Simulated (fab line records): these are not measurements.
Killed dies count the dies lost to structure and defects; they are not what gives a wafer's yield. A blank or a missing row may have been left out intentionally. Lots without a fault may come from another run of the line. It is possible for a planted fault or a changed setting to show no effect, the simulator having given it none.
fab line records ; flow nandHarc
record: lots: 6; wafers: 18; lastDay: 32
route steps=1302 shown THIN_TSV@1262 END@1302
lots that met no fault: taken from a fault-free run of the same line
startH: hours from the record's first day to the start of the lot's first wafer shown ; waitH: hours elapsed since this lot's preceding step ; " same as the row above ; L1.1+2: several wafers, shown together as one row ; - no value, or no start was given ; * or withheld: withheld ; < > ~ a bound
route shown NAME@n: a module of which the file shows steps, and the number in the route of the first ; usual: mean/standard deviation taken from wafers without a fault ; same: alike in all rows ; chamber/n: place in a boat ; sites: per-site readings ; _std_site: how widely they spread, as a standard deviation ; _edge_site: outer sites' mean less inner sites' ; radiusMm: how far each site lies from the wafer's centre ; mask NAME#n: copy n ; behind: the last tool/chamber to shape the wafer ; hold: reason for holding the lot/hours on hold/outcome of the hold ; device: the transistor (n, p or np) that didn't switch ; end of line: the route-end tests of the same wafers ; step lacking rows: just its recipe ; killed: dies that structure and defects cost at the first sort, which is not the same as the wafer's yield ; map: a wafer's dies, marking killed ones x, the rest . and places with no die _
set.NAME: the run value of the setting; set.NAME@STEP: its run value at that earlier step ; model.NAME: the simulator's own value behind a step, which no gauge read
lots at selected steps of the route; one table per step, one row per wafer
services: when a tool's chamber went out of use (startH, in hours from the record's first day, below 0 if earlier), for how many hours, and the reason
== steps ==
step: NHARC_THIN_TSV_ETCH_44
recipe: targetDepthA: 15942; timeS: 797.1; cf4FlowSccm: 150; o2FlowSccm: 10; arFlowSccm: 0; rfW: 300; biasW: 800; chemistry: CF4/O2
usual: chamberPressureMTorr: 29.998/0.026; drypumpMotorCurrentA: 5.6/0.46; mfcArSccm: 0.008/0.0091; oesProductAu: 1.002/0.0082; rfVppV: 795/3.9; showerheadPlenumPTorr: 1.85/0.062; throttleValvePct: 16.916/0.0092
lot.wafer;tool;chamber;startH;waitH;chamberPressureMTorr;drypumpMotorCurrentA;mfcArSccm;oesProductAu;rfHoursCounterH;rfVppV;showerheadPlenumPTorr;throttleValvePct
L676.3;rieDiel-03;1;521.68;0.1;30.016;6.1;0.016;1.012;4.4;800;1.92;16.905
L676.6;rieDiel-03;1;521.68;0.1;30.008;6.1;0.016;1.015;-;800;1.92;16.913
L676.5;rieDiel-03;2;521.68;0.1;29.942;5.2;0;1.009;-;796;1.85;16.908
L678.3;rieDiel-05;0;565.55;0.1;29.997;5.3;0.029;0.995;9.0;799;1.92;16.902
L678.2;rieDiel-05;1;565.55;0.1;30.037;5.2;0;0.998;9.0;798;1.89;16.921
L678.6;rieDiel-05;3;565.55;0.1;29.992;6.2;0.012;1.002;-;794;1.84;16.915
L681.3;rieDiel-03;2;595.30;0.1;29.961;5.2;0;0.995;7.5;795;1.85;16.918
L681.2;rieDiel-03;3;595.30;0.1;30.004;5.0;0;1.012;6.4;792;1.81;16.914
L681.5;rieDiel-03;3;595.30;0.1;30.023;5.0;0;1.005;-;794;1.81;16.921
L690.2;rieDiel-12;0;695.27;0.1;30.058;5.4;0;1.002;3.0;793;1.82;16.912
L690.3;rieDiel-12;1;695.27;0.1;30.020;5.7;0;0.999;3.0;795;1.86;16.922
L690.6;rieDiel-12;3;695.27;0.1;30.020;6.5;0.011;0.994;-;793;1.82;16.917
L694.1;rieDiel-03;0;710.90;0.1;30.008;5.7;0.018;1.013;3.8;801;1.96;16.899
L694.3;rieDiel-03;2;710.90;0.1;30.010;5.2;0;0.998;3.8;798;1.85;16.909
L694.5;rieDiel-03;0;710.90;0.1;30.011;5.7;0.018;0.999;-;804;1.96;16.924
L697.3;rieDiel-05;0;756.76;0.1;29.999;5.2;0.029;0.994;9.4;798;1.91;16.918
L697.1;rieDiel-05;3;756.76;0.1;29.970;6.2;0.012;1.008;9.6;795;1.83;16.916
L697.6;rieDiel-05;0;756.76;0.1;30.038;5.2;0.029;0.998;-;801;1.91;16.901
step: NHARC_THIN_TSV_ETCH_15
recipe: targetDepthA: 30000; boschTargetOveretchCycles: 2; boschEtchStepS: 2.8; boschDepStepS: 1.2; boschCycles: 14
step: NHARC_THIN_TSV_CD_MEAS_16
usual: cdNm: 1000.2/1.6
lot.wafer;tool;chamber;startH;waitH;cdNm
L676.3;cdSem-02;-;522.40;0.1;1001.9
L676.5;cdSem-02;-;522.40;0.1;1000.8
L676.6;cdSem-02;-;522.40;0.1;1005.3
L678.2;cdSem-01;-;566.22;0.1;1001.1
L678.3;cdSem-01;-;566.22;0.1;997.3
L678.6;cdSem-01;-;566.22;0.1;1001.2
L681.2;cdSem-01;-;596.02;0.1;1002.6
L681.3;cdSem-01;-;596.02;0.1;1000.6
L681.5;cdSem-01;-;596.02;0.1;1000.2
L690.2;cdSem-03;-;696.12;0.1;997.6
L690.3;cdSem-03;-;696.12;0.1;999.3
L690.6;cdSem-03;-;696.12;0.1;997.4
L694.1;cdSem-03;-;711.56;0.1;1000.3
L694.3;cdSem-03;-;711.56;0.1;1001.7
L694.5;cdSem-03;-;711.56;0.1;1001.8
L697.1;cdSem-02;-;757.47;0.1;999.3
L697.3;cdSem-02;-;757.47;0.1;1000.4
L697.6;cdSem-02;-;757.47;0.1;1001.3
step: NHARC_THIN_TSV_STRIP_45
recipe: powerW: 1500; tempC: 250; chemistry: O2
step: NHARC_THIN_TSV_STRIP_46
recipe: timeS: 1200; tempC: 72.5; chemistry: postEtchResidueRemover
step: NHARC_THIN_TSV_DEP_47
recipe: targetThkA: 2000; tempC: withheld; pressureTorr: 6.5; rfW: 900; teosFlowSccm: 161.4; flowSccm: 2650; targetThkNm: 200; gas: O2; material: SiO2
step: NHARC_THIN_TSV_ETCHBACK_48
recipe: targetDepthA: 10285; overEtchFrac: 0.3; timeS: 405.17; ionEnergyEv: 250; c4f8FlowSccm: withheld; arFlowSccm: withheld; rfW: 600; biasW: 300; chemistry: C4F8/Ar
step: NHARC_THIN_TSV_STRIP_62
recipe: powerW: 1500; tempC: 250; timeS: 20; chemistry: N2/H2
step: NHARC_THIN_TSV_DEGAS_49
recipe: tempC: 300; timeS: 120
step: NHARC_THIN_TSV_PRE_CLEAN_50
recipe: timeS: 30; tempC: 280; gas: H2/He
step: NHARC_THIN_TSV_PVD_19
recipe: targetThkA: 200; chamberPressurePa: 5; material: TaN
step: NHARC_THIN_TSV_PVD_51
recipe: targetThkA: 1000; chamberPressurePa: 5; material: Cu
step: NHARC_THIN_TSV_ECD_20
recipe: targetThkA: 20000; material: Cu
lot.wafer;tool;chamber;startH;waitH
L676.3+6+5;ecdCu-02;0,1,0;524.96;-
L678.2+3+6;ecdCu-02;1,0,0;568.54;-
L681.2+3+5;ecdCu-01;0,1,0;598.62;-
L690.2+3+6;ecdCu-02;1,1,0;698.69;-
L694.1+3+5;ecdCu-01;0,1,0;714.07;-
L697.1+3+6;ecdCu-02;1,0,1;759.82;-
step: NHARC_THIN_TSV_ANNEAL_52
recipe: tempC: 225; timeS: 90
usual: wafer_temp_C_max: 226.02/0.29
lot.wafer;tool;chamber;startH;waitH;wafer_temp_C_max
L676.3;rtpAnneal-01;0;525.50;0.4;225.90
L676.5;rtpAnneal-01;0;525.50;0.4;225.79
L676.6;rtpAnneal-01;0;525.50;0.4;225.85
L678.2;rtpAnneal-02;0;569.32;0.7;226.12
L678.3;rtpAnneal-02;0;569.32;0.7;225.99
L678.6;rtpAnneal-02;0;569.32;0.7;226.09
L681.2;rtpAnneal-02;0;599.41;0.7;226.38
L681.3;rtpAnneal-02;0;599.41;0.7;226.31
L681.5;rtpAnneal-02;0;599.41;0.7;226.19
L690.2;rtpAnneal-01;0;699.47;0.7;225.90
L690.3;rtpAnneal-01;0;699.47;0.7;225.81
L690.6;rtpAnneal-01;0;699.47;0.7;225.75
L694.1;rtpAnneal-01;0;714.69;0.5;225.82
L694.3;rtpAnneal-01;0;714.69;0.5;225.66
L694.5;rtpAnneal-01;0;714.69;0.5;225.41
L697.1;rtpAnneal-02;0;760.45;0.5;225.86
L697.3;rtpAnneal-02;0;760.45;0.5;225.99
L697.6;rtpAnneal-02;0;760.45;0.5;226.05
step: NHARC_THIN_TSV_CMP_21
recipe: tOverpolishS: 30; targetThkNm: 2000
step: NHARC_THIN_TSV_SRD_23
step: NHARC_THIN_TSV_DEGAS_53
recipe: tempC: 300; timeS: 60
step: NHARC_THIN_TSV_PRE_CLEAN_54
recipe: timeS: 30; tempC: 280; gas: H2/He
usual: heaterPowerW: 425/51
lot.wafer;tool;chamber;startH;waitH;heaterPowerW
L676.3;pvdSputter-02;-;526.30;0.1;480
L676.6;pvdSputter-02;-;526.30;0.1;446
L676.5;pvdSputter-02;-;526.30;0.1;405
L678.3;pvdSputter-03;-;570.18;0.1;483
L678.2;pvdSputter-03;-;570.18;0.1;403
L678.6;pvdSputter-03;-;570.18;0.1;432
L681.2;pvdSputter-02;-;600.24;0.0;453
L681.3;pvdSputter-02;-;600.24;0.0;367
L681.5;pvdSputter-02;-;600.24;0.0;436
L690.2;pvdSputter-03;-;700.30;0.0;383
L690.3;pvdSputter-03;-;700.30;0.0;400
L690.6;pvdSputter-03;-;700.30;0.0;416
L694.1;pvdSputter-01;-;715.56;0.1;456
L694.3;pvdSputter-01;-;715.56;0.1;359
L694.5;pvdSputter-01;-;715.56;0.1;508
L697.3;pvdSputter-03;-;761.33;0.0;409
L697.1;pvdSputter-03;-;761.33;0.0;379
L697.6;pvdSputter-03;-;761.33;0.0;369
step: NHARC_THIN_TSV_PVD_55
recipe: targetThkA: 500; material: TiN
step: NHARC_THIN_TSV_PVD_24
recipe: targetThkA: 8000; powerW: withheld; chamberPressurePa: withheld; substrateTempC: withheld; timeS: withheld; gas: Ar; material: Al
step: NHARC_THIN_TSV_DEHYDRATE_25
recipe: tempC: 150; timeS: 120
step: NHARC_THIN_TSV_HMDS_26
recipe: timeS: 30
step: NHARC_THIN_TSV_COAT_27
recipe: spinRpm: *
step: NHARC_THIN_TSV_SOFTBAKE_28
recipe: tempC: 122; timeS: 95
step: NHARC_THIN_TSV_EBR_29
step: NHARC_THIN_TSV_EXPOSE_30
recipe: na: 0.55; doseMj: 11.47; maskId: PAD
step: NHARC_THIN_TSV_PEB_31
recipe: pebTempC: 118; pebTimeS: 85
step: NHARC_THIN_TSV_DEVELOP_32
recipe: timeS: 70
step: NHARC_THIN_TSV_CD_MEAS_33
recipe: targetCdNm: 5000; landingEnergyEv: 500
usual: cdNm: 4999.6/1.5
lot.wafer;tool;chamber;startH;waitH;cdNm
L676.3;cdSem-03;0;527.38;-;4998.8
L676.5;cdSem-03;0;527.38;-;4999.9
L676.6;cdSem-03;0;527.38;-;4998.5
L678.2;cdSem-03;0;571.22;-;4999.3
L678.3;cdSem-03;0;571.22;-;4999.5
L678.6;cdSem-03;0;571.22;-;4997.1
L681.2;cdSem-01;0;601.30;-;5001.4
L681.3;cdSem-01;0;601.30;-;5000.0
L681.5;cdSem-01;0;601.30;-;5001.8
L690.2;cdSem-03;0;701.97;-;5002.2
L690.3;cdSem-03;0;701.97;-;4998.5
L690.6;cdSem-03;0;701.97;-;5000.5
L694.1;cdSem-03;0;716.62;-;4997.7
L694.3;cdSem-03;0;716.62;-;5000.0
L694.5;cdSem-03;0;716.62;-;4999.2
L697.1;cdSem-01;0;762.28;-;4999.3
L697.3;cdSem-01;0;762.28;-;4997.7
L697.6;cdSem-01;0;762.28;-;4998.1
step: NHARC_THIN_TSV_HARDBAKE_34
recipe: tempC: 125; timeS: 80
step: NHARC_THIN_TSV_DESCUM_35
recipe: timeS: 3; o2FlowSccm: 200; arFlowSccm: 0; biasPowerW: 0; chemistry: O2
usual: chamberPressureMTorr: 59.99/0.05; drypumpMotorCurrentA: 5.6/0.45; mfcArSccm: 0.009/0.01; oesProductAu: 1.000/0.0069; rfVppV: 57.9/0.84; showerheadPlenumPTorr: 1.92/0.073; throttleValvePct: 11.312/0.0091
lot.wafer;tool;chamber;startH;waitH;chamberPressureMTorr;drypumpMotorCurrentA;mfcArSccm;oesProductAu;rfHoursCounterH;rfVppV;showerheadPlenumPTorr;throttleValvePct
L676.3;rieDiel-05;3;527.53;-;59.99;6.2;0.012;1.004;4.4;57.3;1.92;11.301
L676.5;rieDiel-05;3;527.53;-;60.01;6.2;0.012;1.016;-;57.8;1.92;11.328
L676.6;rieDiel-05;0;527.53;-;59.99;5.2;0.029;1.003;-;57.4;2.01;11.309
L678.3;rieDiel-05;0;571.39;-;60.00;5.2;0.029;1.000;9.8;57.8;2.01;11.318
L678.2;rieDiel-05;1;571.39;-;59.90;5.1;0;1.004;9.6;57.0;1.98;11.318
L678.6;rieDiel-05;0;571.39;-;60.03;5.3;0.029;1.001;-;56.9;2.01;11.306
L681.3;rieDiel-03;1;601.45;-;60.01;6.1;0.016;1.015;6.7;57.0;2.01;11.312
L681.2;rieDiel-03;2;601.45;-;60.01;5.2;0;1.003;7.9;57.3;1.94;11.310
L681.5;rieDiel-03;1;601.45;-;59.99;6.1;0.016;1.005;-;58.2;2.01;11.309
L690.3;rieDiel-12;0;702.13;-;60.03;5.4;0;1.003;4.0;57.3;1.90;11.308
L690.2;rieDiel-12;2;702.13;-;59.98;5.3;0.012;0.994;2.6;57.2;1.84;11.309
L690.6;rieDiel-12;0;702.13;-;60.09;5.4;0;0.998;-;59.3;1.90;11.307
L694.1;rieDiel-05;2;716.81;-;60.00;5.6;0;1.001;6.5;57.4;1.78;11.314
L694.3;rieDiel-05;3;716.81;-;60.02;6.2;0.012;1.008;7.9;57.6;1.92;11.302
L694.5;rieDiel-05;0;716.81;-;59.98;5.3;0.029;1.010;-;57.9;2.01;11.301
L697.1;rieDiel-03;2;762.46;-;60.01;5.2;0;0.995;5.9;58.7;1.93;11.297
L697.3;rieDiel-03;3;762.46;-;60.08;5.0;0;1.016;6.2;57.5;1.89;11.318
L697.6;rieDiel-03;1;762.46;-;60.04;6.1;0.016;1.014;-;56.8;2.00;11.298
step: NHARC_THIN_TSV_ETCH_59
recipe: targetDepthA: 8800; icpW: 900; biasW: 100; Cl2_flow_sccm: 60; bcl3FlowSccm: 30; timeS: 138.1; chemistry: Cl2/BCl3
usual: chamberPressureMTorr: 9.999/0.01; drypumpMotorCurrentA: 5.8/0.39; oesProductAu: 1.002/0.0082; throttleValvePct: 22.263/0.0098
lot.wafer;tool;chamber;startH;waitH;chamberPressureMTorr;drypumpMotorCurrentA;oesProductAu;rfHoursCounterH;throttleValvePct
L676.3;rieMetal-01;0;527.77;0.2;9.991;6.0;0.990;-;22.260
L676.5;rieMetal-01;1;527.77;0.2;10.005;6.1;0.987;-;22.275
L676.6;rieMetal-01;0;527.77;0.2;10.011;6.0;0.997;-;22.261
L678.2;rieMetal-01;0;571.51;0.1;9.988;6.0;1.002;2.7;22.270
L678.3;rieMetal-01;1;571.51;0.1;10.006;6.0;0.997;-;22.268
L678.6;rieMetal-01;1;571.51;0.1;9.991;6.0;0.998;-;22.264
L681.2;rieMetal-03;1;601.61;0.1;10.016;5.5;1.018;0.9;22.281
L681.3;rieMetal-03;1;601.61;0.1;10.011;5.4;1.004;-;22.291
L681.5;rieMetal-03;0;601.61;0.1;10.004;5.8;0.993;-;22.258
L690.2;rieMetal-01;1;702.26;0.1;10.002;6.0;1.010;2.1;22.247
L690.3;rieMetal-01;1;702.26;0.1;10.001;6.0;0.998;-;22.276
L690.6;rieMetal-01;0;702.26;0.1;9.998;6.0;1.021;-;22.266
L694.1;rieMetal-01;0;716.95;0.1;10.011;6.0;0.994;2.5;22.257
L694.3;rieMetal-01;0;716.95;0.1;10.002;6.0;1.006;-;22.263
L694.5;rieMetal-01;0;716.95;0.1;9.982;6.0;1.001;-;22.251
L697.1;rieMetal-01;0;762.60;0.1;10.009;6.0;1.012;0.0;22.259
L697.3;rieMetal-01;1;762.60;0.1;10.004;5.9;0.997;-;22.253
L697.6;rieMetal-01;0;762.60;0.1;10.005;6.0;1.010;-;22.270
step: NHARC_THIN_TSV_ETCH_36
recipe: targetDepthA: 650; overEtchFrac: 0.3; timeS: 18.571; ionEnergyEv: 150; chemistry: Cl2/BCl3
step: NHARC_THIN_TSV_STRIP_56
recipe: powerW: 1500; tempC: 250; chemistry: O2
step: NHARC_THIN_TSV_STRIP_57
recipe: timeS: 1200; tempC: 72.5; chemistry: postEtchResidueRemover
step: NHARC_THIN_TSV_CD_MEAS_37
usual: cdNm: 4999.6/2.1
lot.wafer;tool;chamber;startH;waitH;cdNm
L676.3;cdSem-02;-;528.82;-;5001.1
L676.5;cdSem-02;-;528.82;-;5000.7
L676.6;cdSem-02;-;528.82;-;5004.2
L678.2;cdSem-01;-;572.72;-;5000.9
L678.3;cdSem-01;-;572.72;-;4997.5
L678.6;cdSem-01;-;572.72;-;4998.7
L681.2;cdSem-01;-;602.74;-;5003.0
L681.3;cdSem-01;-;602.74;-;4999.8
L681.5;cdSem-01;-;602.74;-;5001.4
L690.2;cdSem-02;-;703.43;-;5000.4
L690.3;cdSem-02;-;703.43;-;4999.1
L690.6;cdSem-02;-;703.43;-;4998.0
L694.1;cdSem-03;-;718.08;-;4997.1
L694.3;cdSem-03;-;718.08;-;5001.2
L694.5;cdSem-03;-;718.08;-;5001.0
L697.1;cdSem-01;-;763.73;-;4998.1
L697.3;cdSem-01;-;763.73;-;4997.5
L697.6;cdSem-01;-;763.73;-;4999.7
step: NHARC_THIN_TSV_ANNEAL_58
recipe: tempC: 400; timeS: 1800
step: NHARC_END_SORT_01
recipe: tempC: 25
usual: defectLimitedYield: 91/3; killedAtArray: 56/20; killedAtOther: 1/1.3; killedAtPeriphery: 3.5/2.7; killedDies: 60/20; killedOpen: 3.3/1.6; killedShort: 2.4/1.5
same: grossDies: 677
lot.wafer;tool;chamber;startH;waitH;defectLimitedYield[%];killedAtArray;killedAtOther;killedAtPeriphery;killedDies;killedOpen;killedShort
L678.2;prober-02;0;580.87;2.8;0;72;600;5;677;0;0
L678.3;prober-02;0;581.67;3.1;0;68;601;8;677;3;3
L678.6;prober-02;0;584.07;4.0;0;88;577;12;677;3;1
L681.2;prober-02;0;611.27;2.8;0;53;622;2;677;0;3
L681.3;prober-02;0;612.07;3.1;0;31;645;1;677;1;1
L681.5;prober-02;0;613.66;3.7;0;27;649;1;677;1;2
L690.2;prober-01;0;711.82;2.8;87;80;0;5;85;6;2
killed by level:class
L678.2 THIN_TSV:areaEcd=600 A_SLIT:chamberFilmFlake=32 A_CHANNEL_HOLE_D2:chamberFilmFlake=20 A_CHANNEL_HOLE_D1:chamberFilmFlake=6 A_STAIRCASE:chamberFilmFlake=4 P_GATE:chamberFilmFlake=3 A_SGD_CUT:chamberFilmFlake=3 A_CONTACT:chamberFilmFlake=3
L678.3 THIN_TSV:areaEcd=600 A_SLIT:chamberFilmFlake=32 A_CHANNEL_HOLE_D2:chamberFilmFlake=19 P_GATE:chamberFilmFlake=5 A_CHANNEL_HOLE_D1:chamberFilmFlake=5 A_STAIRCASE:chamberFilmFlake=3 A_M0:geometricParticle:open=2 A_SGD_CUT:chamberFilmFlake=2
L678.6 THIN_TSV:areaEcd=576 A_CHANNEL_HOLE_D2:chamberFilmFlake=36 A_SLIT:chamberFilmFlake=26 A_SGD_CUT:chamberFilmFlake=9 A_CHANNEL_HOLE_D1:chamberFilmFlake=6 P_STI:chamberFilmFlake=5 A_STAIRCASE:chamberFilmFlake=5 P_GATE:chamberFilmFlake=3
L681.2 THIN_TSV:areaEcd=622 A_CHANNEL_HOLE_D2:chamberFilmFlake=25 A_CHANNEL_HOLE_D1:chamberFilmFlake=20 A_DECK1_JOINT:chamberFilmFlake=2 A_CHANNEL_HOLE_D1:geometricParticle:short=1 A_CHANNEL_FILL_D1:geometricParticle:short=1 A_M0:geometricParticle:short=1 P_GATE:chamberFilmFlake=1
L681.3 THIN_TSV:areaEcd=645 A_CHANNEL_HOLE_D1:chamberFilmFlake=14 A_CHANNEL_HOLE_D2:chamberFilmFlake=10 A_CHANNEL_FILL_D1:chamberFilmFlake=3 A_CONTACT:chamberFilmFlake=2 P_CONTACT:geometricParticle:open=1 A_ONON_D1:geometricParticle:short=1 A_STAIRCASE:chamberFilmFlake=1
L681.5 THIN_TSV:areaEcd=649 A_CHANNEL_HOLE_D2:chamberFilmFlake=9 A_CHANNEL_HOLE_D1:chamberFilmFlake=9 A_CHANNEL_FILL_D1:chamberFilmFlake=3 A_CONTACT:chamberFilmFlake=2 P_GATE:geometricParticle:open=1 A_CHANNEL_FILL_D1:geometricParticle:short=1 A_CHANNEL_HOLE_D2:geometricParticle:short=1
L690.2 A_SLIT:chamberFilmFlake=41 A_CHANNEL_HOLE_D2:chamberFilmFlake=17 A_STAIRCASE:chamberFilmFlake=7 A_CONTACT:chamberFilmFlake=6 A_CHANNEL_HOLE_D1:chamberFilmFlake=5 P_M0:geometricParticle:open=2 P_GATE:geometricParticle:short=1 P_GATE:geometricParticle:open=1
map L678.2 (x killed, . not)
____________x____________
_________xxxxxxx_________
_______xxxxxxxxxxx_______
______xxxxxxxxxxxxx______
_____xxxxxxxxxxxxxxx_____
____xxxxxxxxxxxxxxxxx____
____xxxxxxxxxxxxxxxxx____
___xxxxxxxxxxxxxxxxxxx___
___xxxxxxxxxxxxxxxxxxx___
__xxxxxxxxxxxxxxxxxxxxx__
__xxxxxxxxxxxxxxxxxxxxx__
_xxxxxxxxxxxxxxxxxxxxxxx_
_xxxxxxxxxxxxxxxxxxxxxxx_
_xxxxxxxxxxxxxxxxxxxxxxx_
_xxxxxxxxxxxxxxxxxxxxxxx_
_xxxxxxxxxxxxxxxxxxxxxxx_
xxxxxxxxxxxxxxxxxxxxxxxxx
xxxxxxxxxxxxxxxxxxxxxxxxx
xxxxxxxxxxxxxxxxxxxxxxxxx
xxxxxxxxxxxxxxxxxxxxxxxxx
xxxxxxxxxxxxxxxxxxxxxxxxx
_xxxxxxxxxxxxxxxxxxxxxxx_
_xxxxxxxxxxxxxxxxxxxxxxx_
_xxxxxxxxxxxxxxxxxxxxxxx_
_xxxxxxxxxxxxxxxxxxxxxxx_
_xxxxxxxxxxxxxxxxxxxxxxx_
__xxxxxxxxxxxxxxxxxxxxx__
__xxxxxxxxxxxxxxxxxxxxx__
___xxxxxxxxxxxxxxxxxxx___
___xxxxxxxxxxxxxxxxxxx___
____xxxxxxxxxxxxxxxxx____
____xxxxxxxxxxxxxxxxx____
_____xxxxxxxxxxxxxxx_____
______xxxxxxxxxxxxx______
_______xxxxxxxxxxx_______
_________xxxxxxx_________
____________x____________
map L681.2 (x killed, . not)
____________x____________
_________xxxxxxx_________
_______xxxxxxxxxxx_______
______xxxxxxxxxxxxx______
_____xxxxxxxxxxxxxxx_____
____xxxxxxxxxxxxxxxxx____
____xxxxxxxxxxxxxxxxx____
___xxxxxxxxxxxxxxxxxxx___
___xxxxxxxxxxxxxxxxxxx___
__xxxxxxxxxxxxxxxxxxxxx__
__xxxxxxxxxxxxxxxxxxxxx__
_xxxxxxxxxxxxxxxxxxxxxxx_
_xxxxxxxxxxxxxxxxxxxxxxx_
_xxxxxxxxxxxxxxxxxxxxxxx_
_xxxxxxxxxxxxxxxxxxxxxxx_
_xxxxxxxxxxxxxxxxxxxxxxx_
xxxxxxxxxxxxxxxxxxxxxxxxx
xxxxxxxxxxxxxxxxxxxxxxxxx
xxxxxxxxxxxxxxxxxxxxxxxxx
xxxxxxxxxxxxxxxxxxxxxxxxx
xxxxxxxxxxxxxxxxxxxxxxxxx
_xxxxxxxxxxxxxxxxxxxxxxx_
_xxxxxxxxxxxxxxxxxxxxxxx_
_xxxxxxxxxxxxxxxxxxxxxxx_
_xxxxxxxxxxxxxxxxxxxxxxx_
_xxxxxxxxxxxxxxxxxxxxxxx_
__xxxxxxxxxxxxxxxxxxxxx__
__xxxxxxxxxxxxxxxxxxxxx__
___xxxxxxxxxxxxxxxxxxx___
___xxxxxxxxxxxxxxxxxxx___
____xxxxxxxxxxxxxxxxx____
____xxxxxxxxxxxxxxxxx____
_____xxxxxxxxxxxxxxx_____
______xxxxxxxxxxxxx______
_______xxxxxxxxxxx_______
_________xxxxxxx_________
____________x____________
== services ==
tool;chamber;startH;hours;kind
ecdCu-01;-;516.85;8.0;pm
pvdSputter-03;-;526.00;10.0;pm
rieDiel-03;-;568.25;4.1;repair
ecdCu-01;-;572.10;2.5;repair
rieMetal-01;-;575.00;9.0;pm
pvdSputter-02;-;580.06;0.6;repair
rieDiel-05;2;582.00;29.5;repair
rieDiel-05;-;583.60;9.0;pm
rieDiel-12;2;591.49;8.6;repair
ecdCu-02;-;596.40;8.0;pm
rieDiel-12;-;622.40;9.0;pm
rieDiel-03;-;635.81;9.0;pm
pvdSputter-02;-;638.00;10.0;pm
rieDiel-12;2;645.39;8.7;repair
ecdCu-02;-;650.36;3.1;repair
ecdCu-01;-;692.85;8.0;pm
rieDiel-12;2;694.52;6.6;repair
pvdSputter-03;-;704.00;10.0;pm
rieDiel-05;1;734.74;7.7;repair
rtpAnneal-02;-;744.00;12.0;pm
rieDiel-03;2;746.48;8.5;repair
rieMetal-01;-;752.00;9.0;pm
ecdCu-02;-;752.20;1.4;repair
rieDiel-05;-;760.60;9.0;pm
== key ==
firstSign: step: NHARC_END_SORT_01; reading: killedAtOther; direction: up; sigmas: 99+; usual: 1; struck: 615.7
effect: step: NHARC_END_SORT_01; reading: defectLimitedYield; direction: down; sigmas: 30; usual: 91; struck: 0
moreKillsBornAt: NHARC_THIN_TSV_ECD_20@ecdCu-01: 1916; NHARC_THIN_TSV_ECD_20@ecdCu-02: 1776
metAt NHARC_THIN_TSV_ECD_20
struckWafers L678.2,L678.3,L678.6,L681.2,L681.3,L681.5
laterRowsLeftOut L678.2,L678.3,L678.6,L681.2,L681.3,L681.5
onsetBetween 524.96 568.54
earlierFault: kind: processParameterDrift; tool: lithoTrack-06; chamber: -; onsetH: 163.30; steps: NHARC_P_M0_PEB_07; channel: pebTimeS; offset: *; shape: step; actsIn: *; stated: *
fault: kind: skippedStepWhole; tool: ecdCu-01,ecdCu-02; chamber: -; onsetH: 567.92; steps: NHARC_THIN_TSV_ECD_20; scope: struckLotsOnly
laterRowsLeftOut: the simulator's readings of these wafers behind a module that went badly wrong aren't trusted and aren't shown, but for the sort
